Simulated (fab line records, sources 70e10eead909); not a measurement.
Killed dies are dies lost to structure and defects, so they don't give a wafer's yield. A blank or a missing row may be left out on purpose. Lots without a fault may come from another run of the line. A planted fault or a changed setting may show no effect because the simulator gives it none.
fab line records | flow nand_harc
record lots=24 wafers=72 last_day=33
route steps=1302 shown A_M0@1153 A_M1@1181 A_BONDPAD@1218
lots that met no fault: from a run of the same line without faults
start_h: hours from the record's first day to the start of the lot's first wafer shown | wait_h: hours since the lot's step before | " the same as in the row above | L1.1+2: a row that stands for several wafers | - no value, or no start given | * or withheld: withheld | < > ~ a bound
route shown NAME@n: a module of which the file shows steps, and the number in the route of the first | usual: mean/standard deviation of fault-free wafers | same: alike in all rows | chamber/n: place in a boat | sites: the reading at each site | _std_site: their standard deviation | _edge_site: outer sites' mean less inner sites' | radius_mm: how far each site lies from the wafer's centre | mask NAME#n: copy n | behind: the tool/chamber that last shaped the wafer | hold: why the lot was held/for how many hours/how that ended | device: the transistor (n, p or np) that didn't switch | end of line: the same wafers' tests at the end of the route | a step without rows: its recipe alone | killed: dies lost to structure and defects at the first sort, not the wafer's yield | map: a wafer's dies, x killed, . not, _ none there
set.NAME: the setting as run; set.NAME@STEP: as run at that earlier step | model.NAME: the simulator's own value behind a step, which no gauge read
steps of the route over a sample of lots; a table a step, a row a wafer
services: from which hour (start_h, from the record's first day; less than 0 if before it) a tool's chamber was out of use, for how many hours, and why
## steps
# step NHARC_A_M0_CD_MEAS_16
# usual cd_nm=79.7/0.61
# columns lot.wafer tool chamber start_h wait_h cd_nm
L074.1 cd_sem-01 - 532.88 - 79.6
L074.5 " - " " 80.5
L074.6 " - " " 81.0
L075.2 cd_sem-03 - 534.57 - 79.7
L075.3 " - " " 80.0
L075.6 " - " " 78.9
L076.2 cd_sem-03 - 550.48 - 79.2
L076.4 " - " " 79.7
L076.6 " - " " 79.7
L078.1 cd_sem-03 - 552.45 - 79.7
L078.4 " - " " 78.9
L078.5 " - " " 79.2
L080.1 cd_sem-03 - 563.75 - 79.8
L080.2 " - " " 80.8
L080.6 " - " " 81.1
L079.1 cd_sem-02 - 565.97 - 79.4
L079.3 " - " " 79.5
L079.6 " - " " 78.9
L077.1 cd_sem-02 - 572.72 - 80.1
L077.5 " - " " 80.1
L077.6 " - " " 79.5
L081.1 cd_sem-01 - 587.26 - 80.1
L081.3 " - " " 79.6
L081.4 " - " " 79.6
L082.1 cd_sem-03 - 591.01 - 78.9
L082.2 " - " " 79.4
L082.3 " - " " 78.9
L083.3 cd_sem-01 - 606.20 - 79.4
L083.4 " - " " 79.5
L083.5 " - " " 79.4
L084.2 cd_sem-03 - 622.65 - 79.8
L084.3 " - " " 79.5
L084.6 " - " " 80.2
L085.1 cd_sem-03 - 623.02 - 79.0
L085.4 " - " " 78.7
L085.6 " - " " 78.1
L086.1 cd_sem-03 - 635.67 - 79.7
L086.4 " - " " 79.9
L086.5 " - " " 79.7
L089.3 cd_sem-01 - 657.46 - 79.0
L089.4 " - " " 79.1
L089.5 " - " " 78.6
L090.1 cd_sem-03 - 658.87 - 80.3
L090.5 " - " " 79.8
L090.6 " - " " 79.5
L087.2 cd_sem-01 - 660.27 - 78.7
L087.4 " - " " 79.1
L087.5 " - " " 79.8
L088.1 cd_sem-03 - 661.40 - 80.1
L088.5 " - " " 79.7
L088.6 " - " " 80.0
L093.2 cd_sem-01 - 701.64 - 80.0
L093.3 " - " " 80.0
L093.4 " - " " 78.9
L092.1 cd_sem-03 - 704.15 - 79.9
L092.2 " - " " 79.2
L092.4 " - " " 79.4
L091.1 cd_sem-02 - 712.75 - 80.0
L091.3 " - " " 80.0
L091.4 " - " " 80.6
L094.3 cd_sem-01 - 732.29 - 79.3
L094.5 " - " " 80.5
L094.6 " - " " 79.5
L096.4 cd_sem-01 - 732.91 - 81.0
L096.5 " - " " 78.9
L096.6 " - " " 80.3
L095.1 cd_sem-01 - 733.67 - 80.4
L095.3 " - " " 80.2
L095.4 " - " " 80.1
L097.1 cd_sem-03 - 745.50 - 80.2
L097.4 " - " " 80.4
L097.6 " - " " 80.2
# step NHARC_A_M0_DEGAS_28
# recipe temp_c=250 time_s=60
# usual heater_power_w=318/22
# columns lot.wafer tool chamber start_h wait_h heater_power_w
L074.1 pvd_sputter-02 - 533.52 - 286
L074.5 " - " " 304
L074.6 " - " " 339
L075.2 pvd_sputter-02 - 535.19 - 311
L075.3 " - " " 344
L075.6 " - " " 315
L076.2 pvd_sputter-01 - 551.12 - 350
L076.4 " - " " 294
L076.6 " - " " 361
L078.1 pvd_sputter-03 - 553.07 - 323
L078.4 " - " " 317
L078.5 " - " " 289
L080.2 pvd_sputter-02 - 564.37 - 312
L080.1 " - " " 340
L080.6 " - " " 311
L079.1 pvd_sputter-01 - 566.59 - 310
L079.3 " - " " 280
L079.6 " - " " 304
L077.1 pvd_sputter-03 - 573.38 - 287
L077.5 " - " " 312
L077.6 " - " " 351
L081.4 pvd_sputter-02 - 587.89 - 326
L081.1 " - " " 282
L081.3 " - " " 302
L082.2 pvd_sputter-03 - 591.63 - 313
L082.1 " - " " 358
L082.3 " - " " 289
L083.3 pvd_sputter-01 - 606.83 - 362
L083.4 " - " " 347
L083.5 " - " " 294
L084.3 pvd_sputter-02 - 623.29 - 302
L084.2 " - " " 341
L084.6 " - " " 328
L085.1 pvd_sputter-01 - 623.65 - 321
L085.4 " - " " 296
L085.6 " - " " 323
L086.1 pvd_sputter-02 - 636.29 - 355
L086.4 " - " " 332
L086.5 " - " " 343
L089.3 pvd_sputter-02 - 658.07 - 299
L089.4 " - " " 312
L089.5 " - " " 321
L090.1 pvd_sputter-03 - 659.49 - 326
L090.5 " - " " 314
L090.6 " - " " 350
L087.4 pvd_sputter-01 - 660.89 - 297
L087.2 " - " " 353
L087.5 " - " " 329
L088.1 pvd_sputter-03 - 662.08 - 287
L088.5 " - " " 322
L088.6 " - " " 293
L093.3 pvd_sputter-02 - 702.27 - 321
L093.4 " - " " 314
L093.2 " - " " 293
L092.4 pvd_sputter-02 - 704.83 - 303
L092.1 " - " " 323
L092.2 " - " " 311
L091.4 pvd_sputter-01 - 713.37 - 317
L091.3 " - " " 332
L091.1 " - " " 301
L094.3 pvd_sputter-02 - 732.90 - 301
L094.5 " - " " 292
L094.6 " - " " 316
L096.4 pvd_sputter-03 - 733.52 - 338
L096.6 " - " " 330
L096.5 " - " " 293
L095.1 pvd_sputter-02 - 734.35 - 325
L095.3 " - " " 320
L095.4 " - " " 287
L097.1 pvd_sputter-02 - 746.17 - 311
L097.4 " - " " 318
L097.6 " - " " 321
# step NHARC_A_M1_INSPECT_11
# usual raw_defect_count=92/37
# columns lot.wafer tool chamber start_h wait_h raw_defect_count
L074.1 defect_inspect-01 - 536.67 0.0 94
L074.5 " - " " 101
L074.6 " - " " 99
L075.2 defect_inspect-02 - 538.14 0.0 112
L075.3 " - " " 118
L075.6 " - " " 81
L076.2 defect_inspect-01 - 554.07 0.0 31
L076.4 " - " " 30
L076.6 " - " " 29
L078.1 defect_inspect-02 - 556.21 0.0 121
L078.4 " - " " 116
L078.5 " - " " 91
L080.1 defect_inspect-01 - 567.44 0.0 103
L080.2 " - " " 118
L080.6 " - " " 141
L079.1 defect_inspect-02 - 569.64 0.0 120
L079.3 " - " " 124
L079.6 " - " " 116
L077.1 defect_inspect-01 - 576.47 0.0 61
L077.5 " - " " 61
L077.6 " - " " 55
L081.1 defect_inspect-02 - 590.98 0.0 116
L081.3 " - " " 116
L081.4 " - " " 133
L082.1 defect_inspect-02 - 595.44 0.0 137
L082.2 " - " " 101
L082.3 " - " " 128
L083.3 defect_inspect-02 - 609.89 0.0 77
L083.4 " - " " 81
L083.5 " - " " 70
L084.2 defect_inspect-02 - 626.43 0.0 57
L084.3 " - " " 68
L084.6 " - " " 59
L085.1 defect_inspect-02 - 626.77 0.0 143
L085.4 " - " " 165
L085.6 " - " " 150
L086.1 defect_inspect-02 - 639.31 0.1 88
L086.4 " - " " 72
L086.5 " - " " 74
L089.3 defect_inspect-02 - 661.15 0.0 51
L089.4 " - " " 44
L089.5 " - " " 55
L090.1 defect_inspect-01 - 662.45 0.0 153
L090.5 " - " " 161
L090.6 " - " " 159
L087.2 defect_inspect-02 - 663.92 0.0 64
L087.4 " - " " 75
L087.5 " - " " 67
L088.1 defect_inspect-01 - 665.14 0.0 74
L088.5 " - " " 71
L088.6 " - " " 83
L093.2 defect_inspect-02 - 705.34 0.0 124
L093.3 " - " " 126
L093.4 " - " " 119
L092.1 defect_inspect-02 - 707.89 0.0 67
L092.2 " - " " 87
L092.4 " - " " 68
L091.1 defect_inspect-01 - 716.48 0.0 36
L091.3 " - " " 30
L091.4 " - " " 24
L094.3 defect_inspect-01 - 736.16 0.0 129
L094.5 " - " " 138
L094.6 " - " " 121
L096.4 defect_inspect-01 - 736.94 0.0 40
L096.5 " - " " 36
L096.6 " - " " 46
L095.1 defect_inspect-01 - 737.28 0.0 124
L095.3 " - " " 111
L095.4 " - " " 148
L097.1 defect_inspect-01 - 749.86 0.0 64
L097.4 " - " " 76
L097.6 " - " " 67
# step NHARC_A_M1_ETCH_28
# recipe target_depth_a=300 over_etch_frac=0.3 time_s=72.99 ion_energy_ev=150 cf4_flow_sccm=50 n2_flow_sccm=100 ar_flow_sccm=150 rf_w=300 bias_w=100 chemistry=CF4/N2
# usual drypump_motor_current_A=5.7/0.48 oes_product_au=1.002/0.0073 rf_fwd_power_W=297.4/1.1 rf_vpp_V=314.2/2 showerhead_plenum_p_Torr=2.64/0.11 throttle_valve_pct=19.793/0.01
# columns lot.wafer tool chamber start_h wait_h drypump_motor_current_A oes_product_au rf_fwd_power_W rf_hours_counter_h rf_vpp_V showerhead_plenum_p_Torr throttle_valve_pct
L074.1 rie_diel-12 3 - - 5.6 1.006 298.8 5.6 310.8 2.48 19.786
L074.5 " 3 " " 5.6 1.000 298.6 - 312.6 2.48 19.786
L074.6 " 0 " " 5.8 1.004 298.5 - 310.9 2.46 19.786
L075.2 rie_diel-07 1 - - 6.2 0.998 298.0 1.4 317.7 2.80 19.803
L075.3 " 2 " " 5.8 1.001 296.6 1.1 313.5 2.56 19.782
L075.6 " 2 " " 5.8 1.014 296.3 - 313.3 2.56 19.782
L076.2 rie_diel-07 1 - - 6.2 1.015 298.4 1.8 315.9 2.80 19.799
L076.4 " 1 " " 6.2 1.006 297.4 - 315.9 2.80 19.786
L076.6 " 2 " " 5.8 1.000 296.5 - 313.1 2.56 19.785
L078.4 rie_diel-07 3 - - 5.8 0.991 298.8 1.3 313.7 2.58 19.789
L078.1 " 1 " " 6.2 1.009 300.3 1.9 315.9 2.80 19.806
L078.5 " 0 " " 4.8 1.000 297.0 - 318.7 2.76 19.794
L080.2 rie_diel-07 0 - - 4.8 1.002 298.0 1.9 317.1 2.76 19.805
L080.1 " 1 " " 6.2 1.005 296.7 2.1 317.4 2.80 19.799
L080.6 " 2 " " 5.8 0.997 298.8 - 312.8 2.56 19.802
L079.1 rie_diel-07 3 - - 5.8 1.004 297.4 1.5 312.8 2.58 19.797
L079.3 " 1 " " 6.2 1.004 297.3 2.1 316.7 2.80 19.783
L079.6 " 0 " " 4.7 0.997 299.6 - 317.4 2.76 19.792
L077.1 rie_diel-07 3 - - 5.7 0.998 296.8 1.7 312.8 2.58 19.793
L077.6 " 0 " " 4.8 1.001 297.6 - 316.6 2.76 19.790
L077.5 " 1 " " 6.2 1.000 297.5 - 316.3 2.80 19.781
L081.4 rie_diel-12 0 - - 5.9 1.001 296.4 9.7 311.6 2.46 19.809
L081.3 " 1 " " 5.5 1.016 298.0 9.2 316.7 2.81 19.780
L081.1 " 2 " " 5.8 0.996 297.5 8.7 312.5 2.62 19.798
L082.3 rie_diel-12 1 - - 5.5 1.008 298.0 9.3 315.9 2.80 19.805
L082.2 " 2 " " 5.8 0.986 296.8 8.7 314.8 2.62 19.799
L082.1 " 3 " " 5.7 1.003 297.8 9.7 312.1 2.48 19.787
L083.3 rie_diel-12 3 - - 5.6 1.001 296.5 10.1 311.0 2.48 19.794
L083.5 " 2 " " 5.7 0.994 297.5 - 315.3 2.62 19.778
L083.4 " 0 " " 5.9 0.997 298.4 - 312.0 2.46 19.780
L084.3 rie_diel-08 0 - - 5.2 1.008 298.0 4.4 315.7 2.67 19.779
L084.2 " 3 " " 5.3 0.987 296.9 3.6 313.5 2.61 19.787
L084.6 " 0 " " 5.2 0.990 297.2 - 315.1 2.67 19.778
L085.4 rie_diel-07 0 - - 4.8 1.000 298.7 3.6 315.7 2.76 19.791
L085.1 " 2 " " 5.8 1.009 295.9 3.3 314.3 2.56 19.797
L085.6 " 0 " " 4.8 0.992 298.7 - 316.6 2.76 19.796
L086.4 rie_diel-08 2 - - 6.1 0.996 299.2 4.4 315.9 2.70 19.780
L086.1 " 3 " " 5.3 1.011 297.5 4.1 314.5 2.61 19.775
L086.5 " 0 " " 5.2 1.010 297.4 - 314.2 2.67 19.813
L089.4 rie_diel-08 1 - - 6.4 1.003 295.8 5.7 313.4 2.57 19.792
L089.3 " 3 " " 5.3 0.996 295.8 5.3 313.8 2.61 19.789
L089.5 " 1 " " 6.4 0.990 297.4 - 314.5 2.57 19.787
L090.1 rie_diel-08 1 - - 6.4 0.992 296.9 5.8 313.5 2.57 19.805
L090.5 " 3 " " 5.3 0.995 295.8 - 314.9 2.61 19.784
L090.6 " 0 " " 5.2 0.996 296.4 - 315.5 2.67 19.782
L087.4 rie_diel-08 1 - - 6.4 0.993 297.3 5.8 313.0 2.57 19.788
L087.2 " 0 " " 5.2 1.006 296.9 6.4 314.0 2.67 19.792
L087.5 " 1 " " 6.4 1.009 298.2 - 313.6 2.57 19.779
L088.1 rie_diel-12 1 - - 5.5 0.993 297.5 2.7 316.5 2.80 19.795
L088.6 " 3 " " 5.6 0.988 298.4 - 311.9 2.48 19.798
L088.5 " 0 " " 5.8 1.011 297.9 - 310.2 2.45 19.782
L093.3 rie_diel-08 1 - - 6.4 0.986 296.0 8.1 311.3 2.57 19.804
L093.2 " 2 " " 6.1 1.003 298.7 7.7 315.1 2.70 19.789
L093.4 " 3 " " 5.3 1.007 297.9 7.7 314.0 2.61 19.805
L092.1 rie_diel-12 0 - - 5.8 1.007 295.2 4.5 311.5 2.45 19.790
L092.2 " 2 " " 5.8 1.010 297.1 4.4 314.3 2.62 19.796
L092.4 " 1 " " 5.5 1.002 297.7 - 318.2 2.80 19.807
L091.1 rie_diel-08 3 - - 5.3 1.002 297.8 8.5 312.9 2.61 19.792
L091.3 " 0 " " 5.2 0.992 297.2 9.6 315.4 2.67 19.802
L091.4 " 1 " " 6.5 0.997 298.3 8.6 313.9 2.57 19.793
L094.3 rie_diel-07 0 - - 4.8 1.011 297.5 2.5 317.0 2.76 19.785
L094.5 " 1 " " 6.2 1.006 297.9 - 315.1 2.80 19.807
L094.6 " 2 " " 5.8 1.006 298.6 - 312.0 2.56 19.798
L096.4 rie_diel-08 0 - - 5.2 1.007 296.7 0.1 315.3 2.67 19.792
L096.6 " 1 " " 6.5 1.003 295.9 - 312.7 2.57 19.805
L096.5 " 2 " " 6.1 1.015 298.0 - 316.3 2.70 19.810
L095.1 rie_diel-07 1 - - 6.2 1.010 298.7 2.1 317.3 2.80 19.789
L095.3 " 2 " " 5.8 1.008 296.6 2.5 312.2 2.56 19.794
L095.4 " 0 " " 4.8 1.008 298.4 2.6 316.7 2.76 19.776
L097.4 rie_diel-08 0 - - 5.2 1.001 295.1 1.1 313.8 2.67 19.812
L097.1 " 1 " " 6.4 1.004 296.9 1.1 315.1 2.57 19.786
L097.6 " 0 " " 5.2 0.998 295.2 - 314.7 2.67 19.805
# step NHARC_A_M1_INSPECT_27
# usual raw_defect_count=524/110
# columns lot.wafer tool chamber start_h wait_h raw_defect_count
L074.1 defect_inspect-02 - 539.30 0.0 505
L074.5 " - " " 584
L074.6 " - " " 472
L075.2 defect_inspect-01 - 540.80 0.0 501
L075.3 " - " " 598
L075.6 " - " " 664
L076.2 defect_inspect-01 - 556.77 0.0 475
L076.4 " - " " 357
L076.6 " - " " 492
L078.1 defect_inspect-01 - 558.85 0.0 486
L078.4 " - " " 642
L078.5 " - " " 480
L080.1 defect_inspect-02 - 570.12 0.0 499
L080.2 " - " " 514
L080.6 " - " " 556
L079.1 defect_inspect-01 - 572.32 0.0 574
L079.3 " - " " 504
L079.6 " - " " 425
L077.1 defect_inspect-01 - 579.12 0.0 592
L077.5 " - " " 491
L077.6 " - " " 633
L081.1 defect_inspect-01 - 593.68 0.0 620
L081.3 " - " " 681
L081.4 " - " " 522
L082.1 defect_inspect-01 - 598.12 0.0 571
L082.2 " - " " 544
L082.3 " - " " 650
L083.3 defect_inspect-01 - 612.61 0.0 508
L083.4 " - " " 620
L083.5 " - " " 660
L084.2 defect_inspect-01 - 629.51 0.0 456
L084.3 " - " " 600
L084.6 " - " " 500
L085.1 defect_inspect-02 - 629.82 0.0 492
L085.4 " - " " 613
L085.6 " - " " 474
L086.1 defect_inspect-01 - 641.94 0.0 471
L086.4 " - " " 473
L086.5 " - " " 407
L089.3 defect_inspect-01 - 663.77 0.0 633
L089.4 " - " " 529
L089.5 " - " " 574
L090.1 defect_inspect-02 - 665.08 0.0 447
L090.5 " - " " 497
L090.6 " - " " 561
L087.2 defect_inspect-02 - 666.57 0.0 471
L087.4 " - " " 442
L087.5 " - " " 489
L088.1 defect_inspect-02 - 667.81 0.0 579
L088.5 " - " " 653
L088.6 " - " " 578
L093.2 defect_inspect-01 - 707.97 0.0 538
L093.3 " - " " 879
L093.4 " - " " 692
L092.1 defect_inspect-01 - 710.59 0.0 625
L092.2 " - " " 486
L092.4 " - " " 603
L091.1 defect_inspect-02 - 719.11 0.0 345
L091.3 " - " " 514
L091.4 " - " " 457
L094.3 defect_inspect-02 - 738.78 0.0 592
L094.5 " - " " 536
L094.6 " - " " 503
L096.4 defect_inspect-02 - 739.60 0.0 358
L096.5 " - " " 355
L096.6 " - " " 352
L095.1 defect_inspect-01 - 739.91 0.0 485
L095.3 " - " " 464
L095.4 " - " " 473
L097.1 defect_inspect-02 - 752.49 0.0 362
L097.4 " - " " 454
L097.6 " - " " 359
# step NHARC_A_BONDPAD_DESCUM_11
# recipe time_s=3 o2_flow_sccm=200 ar_flow_sccm=0 bias_power_w=0 chemistry=O2
# usual drypump_motor_current_A=5.75/0.27 oes_product_au=1.000/0.0082 rf_vpp_V=58.0/0.8 showerhead_plenum_p_Torr=1.96/0.069 throttle_valve_pct=11.310/0.0091
# columns lot.wafer tool chamber start_h wait_h drypump_motor_current_A oes_product_au rf_hours_counter_h rf_vpp_V showerhead_plenum_p_Torr throttle_valve_pct
L074.1 rie_diel-03 1 541.34 - 6.29 0.989 3 58.0 1.93 11.297
L074.6 " 0 " " 5.45 1.001 - 58.8 2.05 11.301
L074.5 " 1 " " 6.25 0.996 - 56.8 1.93 11.318
L075.2 rie_diel-03 3 542.97 - 5.74 0.999 2 57.7 1.97 11.332
L075.3 " 1 " " 6.24 0.994 3 57.2 1.93 11.296
L075.6 " 3 " " 5.74 1.003 - 58.7 1.97 11.310
L076.4 rie_diel-03 3 558.90 - 5.77 0.997 3 58.1 1.97 11.318
L076.2 " 0 " " 5.47 0.998 3 58.5 2.05 11.317
L076.6 " 3 " " 5.75 0.992 - 58.1 1.97 11.307
L078.1 rie_diel-03 0 561.12 - 5.47 1.005 3 58.5 2.05 11.319
L078.4 " 1 " " 6.26 1.007 3 57.3 1.93 11.310
L078.5 " 2 " " 5.72 0.999 - 57.0 2.02 11.287
L080.1 rie_diel-03 0 572.39 - 5.48 0.999 3 58.4 2.05 11.313
L080.2 " 3 " " 5.74 0.997 3 57.6 1.97 11.302
L080.6 " 0 " " 5.47 1.017 - 59.9 2.05 11.303
L079.1 rie_diel-03 3 574.75 - 5.77 0.992 3 57.5 1.97 11.314
L079.3 " 1 " " 6.23 1.004 4 58.4 1.93 11.308
L079.6 " 0 " " 5.45 1.009 - 58.4 2.05 11.313
L077.1 rie_diel-03 0 581.14 - 5.45 1.004 4 57.8 2.05 11.301
L077.5 " 0 " " 5.43 1.006 - 58.2 2.05 11.330
L077.6 " 1 " " 6.26 0.991 - 57.4 1.93 11.308
L081.1 rie_diel-03 1 595.82 - 6.24 1.015 5 58.1 1.93 11.320
L081.3 " 3 " " 5.77 0.999 4 59.0 1.97 11.303
L081.4 " 0 " " 5.46 1.005 4 60.1 2.05 11.317
L082.1 rie_diel-13 1 600.25 - 5.57 1.000 13 57.0 1.89 11.313
L082.2 " 3 " " 5.78 1.003 13 58.4 2.02 11.319
L082.3 " 0 " " 5.46 0.986 13 59.9 1.89 11.302
L083.3 rie_diel-03 2 614.75 - 5.78 1.008 5 57.5 2.02 11.317
L083.4 " 0 " " 5.48 1.011 5 57.4 2.05 11.302
L083.5 " 2 " " 5.73 1.013 - 59.5 2.02 11.314
L084.3 rie_diel-13 1 631.52 - 5.57 1.001 18 57.9 1.89 11.291
L084.2 " 3 " " 5.79 1.008 17 58.4 2.02 11.306
L084.6 " 2 " " 6.02 0.998 - 55.9 1.83 11.297
L085.1 rie_diel-03 0 631.98 - 5.48 1.011 6 57.1 2.05 11.331
L085.4 " 2 " " 5.75 1.002 - 58.5 2.02 11.317
L085.6 " 0 " " 5.46 1.002 - 57.3 2.04 11.296
L086.1 rie_diel-09 2 644.00 - 5.76 1.003 35 59.2 1.87 11.311
L086.4 " 3 " " 5.20 1.007 43 57.8 1.89 11.301
L086.5 " 1 " " 5.62 0.994 - 58.3 2.01 11.300
L089.4 rie_diel-13 1 665.91 - 5.55 1.011 23 59.0 1.88 11.310
L089.3 " 2 " " 6.04 1.001 23 56.6 1.83 11.310
L089.5 " 1 " " 5.54 1.005 - 57.8 1.88 11.322
L090.1 rie_diel-13 3 667.16 - 5.79 0.997 22 58.2 2.02 11.326
L090.6 " 3 " " 5.79 0.999 - 56.5 2.02 11.314
L090.5 " 0 " " 5.45 0.982 - 57.0 1.89 11.329
L087.4 rie_diel-13 1 668.72 - 5.55 0.990 23 56.6 1.88 11.311
L087.2 " 2 " " 5.98 0.990 23 57.0 1.83 11.327
L087.5 " 3 " " 5.78 0.989 - 58.1 2.02 11.301
L088.1 rie_diel-03 0 669.99 - 5.46 0.990 0 58.9 2.04 11.315
L088.6 " 3 " " 5.76 0.988 - 57.9 1.97 11.319
L088.5 " 0 " " 5.47 0.995 - 57.8 2.04 11.318
L093.3 rie_diel-13 1 710.09 - 5.54 1.002 0 59.5 1.88 11.300
L093.4 " 2 " " 6.01 1.017 0 56.5 1.83 11.316
L093.2 " 3 " " 5.79 1.009 0 57.9 2.02 11.298
L092.2 rie_diel-03 2 712.60 - 5.77 0.992 1 57.5 2.02 11.306
L092.1 " 3 " " 5.76 0.999 1 57.4 1.97 11.314
L092.4 " 0 " " 5.44 0.992 1 59.1 2.04 11.309
L091.1 rie_diel-03 3 721.13 - 5.75 0.994 1 57.6 1.97 11.302
L091.4 " 0 " " 5.45 0.992 1 57.8 2.04 11.309
L091.3 " 2 " " 5.72 0.988 1 58.7 2.02 11.318
L094.3 rie_diel-03 2 741.25 - 5.77 0.994 2 57.8 2.02 11.311
L094.5 " 0 " " 5.47 0.999 - 58.9 2.04 11.315
L094.6 " 1 " " 6.24 0.999 - 57.9 1.93 11.300
L096.4 rie_diel-13 1 742.03 - 5.57 0.993 6 57.1 1.88 11.311
L096.6 " 3 " " 5.80 1.004 - 58.8 2.02 11.309
L096.5 " 0 " " 5.45 0.988 - 57.0 1.89 11.317
L095.1 rie_diel-13 0 742.36 - 5.42 0.989 6 56.9 1.89 11.301
L095.3 " 1 " " 5.53 1.001 6 58.4 1.88 11.308
L095.4 " 3 " " 5.79 1.004 6 58.7 2.02 11.309
L097.1 rie_diel-13 3 754.52 - 5.78 0.999 10 58.7 2.02 11.308
L097.4 " 2 " " 6.05 1.007 - 58.0 1.83 11.306
L097.6 " 3 " " 5.79 1.015 - 57.5 2.02 11.311
## services
# columns tool chamber start_h hours kind
rie_diel-13 - 521.78 9.0 pm
pvd_sputter-03 - 535.22 10.0 pm
rie_diel-08 - 544.80 9.0 pm
rie_diel-07 3 546.66 8.5 repair
pvd_sputter-01 - 553.70 2.7 repair
rie_diel-08 1 560.81 10.7 repair
rie_diel-08 1 586.15 5.6 repair
rie_diel-07 1 593.62 5.2 repair
rie_diel-08 3 595.29 8.0 repair
rie_diel-03 3 596.46 5.7 repair
rie_diel-08 - 600.66 0.7 repair
rie_diel-07 2 611.95 9.3 repair
rie_diel-03 3 615.38 18.9 repair
rie_diel-03 - 635.30 9.0 pm
pvd_sputter-02 - 638.07 10.0 pm
rie_diel-07 - 648.20 9.0 pm
rie_diel-07 1 667.54 6.8 repair
rie_diel-13 - 671.11 0.3 repair
rie_diel-13 2 692.40 2.7 repair
rie_diel-13 - 698.78 9.0 pm
rie_diel-08 - 721.80 9.0 pm
rie_diel-08 2 740.51 4.6 repair
rie_diel-13 1 742.99 11.7 repair
rie_diel-07 - 751.60 0.3 repair
## key
fault none
